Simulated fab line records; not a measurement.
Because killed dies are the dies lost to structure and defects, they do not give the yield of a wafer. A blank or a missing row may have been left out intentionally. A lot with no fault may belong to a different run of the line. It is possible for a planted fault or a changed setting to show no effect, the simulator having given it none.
Shared-tool check + flow nandHarc + Lots sampled 10, wafers sampled 30

REASON FOR OPENING
At NHARC_END_WLT_00 the reading VT_DECK2_TOP_INNER is flagged on 2 of 10 lots. Fault-free wafers read 0.896, with a standard deviation of 0.0079.
Rule: flag the lot when none of its wafers has a number, or when each of its wafers that has one lies beyond 4 standard deviations from that mean. As for the other lots, they are considered sound.

| lot  | measured     | on        | VT_DECK2_TOP_INNER, wafer by wafer | flag    |
|------|--------------|-----------|------------------------------------|---------|
| L398 | day 25 20:12 | prober-02 | 0.905 0.901 0.897                  |         |
| L400 | day 26 15:10 | prober-02 | 0.878 0.878 0.880                  |         |
| L408 | day 30 11:55 | prober-02 | 1.108 1.105 1.106                  | FLAGGED |
| L407 | day 30 15:29 | prober-01 | 1.110 1.101 1.104                  | FLAGGED |
| L410 | day 30 20:09 | prober-02 | 0.892 0.892 0.894                  |         |
| L411 | day 31 03:29 | prober-02 | 0.894 0.898 0.894                  |         |
| L412 | day 32 04:29 | prober-01 | 0.887 0.889 0.888                  |         |
| L413 | day 32 14:15 | prober-01 | 0.880 0.890 0.881                  |         |
| L415 | day 34 02:35 | prober-01 | 0.894 0.910 0.898                  |         |
| L416 | day 34 02:35 | prober-02 | 0.909 0.910 0.909                  |         |
The numbers of the flagged lots are 1.106 on average: +0.210 against the usual, or +27 standard deviations.

WHICH TOOL RAN EACH LOT
Before the reading, the record contains 3 process steps out of a 1302-step route. In each cell: the tool, then ch and the chambers that the sampled wafers went through, then the start.
| lot  | flag    | NHARC_A_CHANNEL_FILL_D2_ALD_15               | NHARC_A_CHANNEL_FILL_D2_ETCHBACK_19 | NHARC_A_CHANNEL_FILL_D2_CVD_05  |
|------|---------|----------------------------------------------|-------------------------------------|---------------------------------|
| L398 |         | aldSinBatch-02 ch 0, day 16 08:13 or earlier | rieSi-01 ch 0,2,3, day 16 08:13     | lpcvdPoly-01 ch 0, day 16 10:59 |
| L400 |         | aldSinBatch-03 ch 0, day 16 05:13            | rieSi-04 ch 0,1,3, day 16 18:42     | lpcvdPoly-03 ch 0, day 16 22:41 |
| L408 | FLAGGED | aldSinBatch-02 ch 0, day 20 15:51 or earlier | rieSi-01 ch 1,3, day 20 15:51       | lpcvdPoly-03 ch 0, day 20 18:31 |
| L407 | FLAGGED | aldSinBatch-02 ch 0, day 20 15:52 or earlier | rieSi-04 ch 0,2,3, day 20 15:52     | lpcvdPoly-03 ch 0, day 20 18:31 |
| L410 |         | aldSinBatch-01 ch 0, day 21 12:58 or earlier | rieSi-01 ch 1,3, day 21 12:58       | lpcvdPoly-02 ch 0, day 21 15:37 |
| L411 |         | aldSinBatch-03 ch 0, day 21 12:58 or earlier | rieSi-02 ch 0,1,2, day 21 12:58     | lpcvdPoly-02 ch 0, day 21 15:37 |
| L412 |         | aldSinBatch-02 ch 0, day 22 08:10 or earlier | rieSi-04 ch 1,3, day 22 08:10       | lpcvdPoly-02 ch 0, day 22 10:54 |
| L413 |         | aldSinBatch-02 ch 0, day 22 22:19 or earlier | rieSi-02 ch 0,2,3, day 22 22:19     | lpcvdPoly-02 ch 0, day 23 00:55 |
| L415 |         | aldSinBatch-01 ch 0, day 24 07:40 or earlier | rieSi-04 ch 0,2,3, day 24 07:40     | lpcvdPoly-03 ch 0, day 24 10:19 |
| L416 |         | aldSinBatch-01 ch 0, day 24 07:37 or earlier | rieSi-02 ch 0,3, day 24 07:37       | lpcvdPoly-03 ch 0, day 24 10:19 |
What is done by these steps:
- NHARC_A_CHANNEL_FILL_D2_ALD_15: deposits SiNx, target thk 2 nm, pulse time 60 s, ald cycles 19.
- NHARC_A_CHANNEL_FILL_D2_ETCHBACK_19: etches the open film in HBr/Cl2, target depth 5 nm, time 1.7 s.
- NHARC_A_CHANNEL_FILL_D2_CVD_05: deposits poly-Si, target thk 5 nm.
- NHARC_END_WLT_00

FLAGGED OVER TOTAL, TOOL BY TOOL (the gauges that took the reading come last)
| step                                | tool           | lots run | flagged | share of the flagged lots | sound lots run after its first flagged lot |
|-------------------------------------|----------------|----------|---------|---------------------------|--------------------------------------------|
| NHARC_A_CHANNEL_FILL_D2_ALD_15      | aldSinBatch-01 | 3        | 0       | none                      | -                                          |
| NHARC_A_CHANNEL_FILL_D2_ALD_15      | aldSinBatch-02 | 5        | 2       | all                       | 2 (L412,L413)                              |
| NHARC_A_CHANNEL_FILL_D2_ALD_15      | aldSinBatch-03 | 2        | 0       | none                      | -                                          |
| NHARC_A_CHANNEL_FILL_D2_ETCHBACK_19 | rieSi-01       | 3        | 1       | some                      | 1 (L410)                                   |
| NHARC_A_CHANNEL_FILL_D2_ETCHBACK_19 | rieSi-02       | 3        | 0       | none                      | -                                          |
| NHARC_A_CHANNEL_FILL_D2_ETCHBACK_19 | rieSi-04       | 4        | 1       | some                      | 2 (L412,L415)                              |
| NHARC_A_CHANNEL_FILL_D2_CVD_05      | lpcvdPoly-01   | 1        | 0       | none                      | -                                          |
| NHARC_A_CHANNEL_FILL_D2_CVD_05      | lpcvdPoly-02   | 4        | 0       | none                      | -                                          |
| NHARC_A_CHANNEL_FILL_D2_CVD_05      | lpcvdPoly-03   | 5        | 2       | all                       | 2 (L415,L416)                              |
| NHARC_END_WLT_00                    | prober-01      | 4        | 1       | some                      | 3 (L412,L413,L415)                         |
| NHARC_END_WLT_00                    | prober-02      | 6        | 1       | some                      | 3 (L410,L411,L416)                         |
NHARC_A_CHANNEL_FILL_D2_ALD_15: start missing for some lots; hours and lot order therefore follow NHARC_A_CHANNEL_FILL_D2_ETCHBACK_19.

WHAT IS ALLOWED BY THE TABLE
In 2 table rows, all flagged lots were run: aldSinBatch-02 (NHARC_A_CHANNEL_FILL_D2_ALD_15), lpcvdPoly-03 (NHARC_A_CHANNEL_FILL_D2_CVD_05).
- aldSinBatch-02 at NHARC_A_CHANNEL_FILL_D2_ALD_15 ran 5 lots, 2 of them flagged. Lots that were sound ran on it after the first flagged one (L412, L413); a persistent fault on the entire tool would not allow that.
- lpcvdPoly-03 at NHARC_A_CHANNEL_FILL_D2_CVD_05 ran 5 lots, 2 of them flagged. Lots that were sound ran on it after the first flagged one (L415, L416); a persistent fault on the entire tool would not allow that. Its own readings (spikeTcBottomC, spikeTcCentreC, spikeTcLowerC, spikeTcTopC, spikeTcUpperC, tubeCenterTempC) fall more than 4 standard deviations out on all wafers of the flagged lots.
Every row of the table either missed a flagged lot or ran a sound lot after the first.

WHAT THE SIMULATOR PUT IN
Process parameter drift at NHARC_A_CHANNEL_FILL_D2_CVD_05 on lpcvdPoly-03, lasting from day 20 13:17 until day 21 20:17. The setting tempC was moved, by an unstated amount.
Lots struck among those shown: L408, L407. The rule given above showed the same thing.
